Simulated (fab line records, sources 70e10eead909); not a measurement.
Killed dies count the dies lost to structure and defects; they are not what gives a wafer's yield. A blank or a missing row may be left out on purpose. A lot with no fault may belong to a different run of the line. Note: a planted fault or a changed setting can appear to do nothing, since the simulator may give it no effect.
Chamber matching ; flow nand_harc ; 4 sister chambers for NHARC_A_BLC_STRIP_29 on rie_diel-12
The step strips in CF4. 4 wafers are shown with their chamber, then 12 later ones without.

== WAFERS WITH THEIR CHAMBER ==
wafer;chamber;showerhead_plenum_p_Torr (Torr)
L088.2;2;1.88
L088.5;1;1.68
L089.2;0;1.80
L089.6;3;1.89

== WAFERS WITHOUT THEIR CHAMBER ==
wafer;showerhead_plenum_p_Torr (Torr)
L093.3;1.80
L093.4;1.87
L093.5;1.68
L096.1;1.89
L096.3;1.87
L096.6;1.68
L095.2;1.68
L095.5;1.89
L095.6;1.80
L097.3;1.89
L097.4;1.87
L097.6;1.68

== THE CHAMBER EACH PASSED THROUGH ==
wafer;from the rows above;in truth
L093.3;0;0
L093.4;2;2
L093.5;1;1
L096.1;3;3
L096.3;2;2
L096.6;1;1
L095.2;1;1
L095.5;3;3
L095.6;0;0
L097.3;3;3
L097.4;2;2
L097.6;1;1
12 of 12 placed correctly. Left unplaced by these rows: 0. Wrongly placed: 0.
How it was worked out, from the rows above alone: a wafer's distance from a chamber is the root of the sum, over the readings, of the square of ((its reading less the chamber's mean) divided by the reading's scatter). The wafer belongs to the nearest chamber; if the next one is less than 2 further off, it can't be placed. A chamber's mean is the mean of its shown wafers. The scatter: with one shown wafer a chamber, the root of the mean of the squares of how far each hidden wafer lies from its nearest shown one.
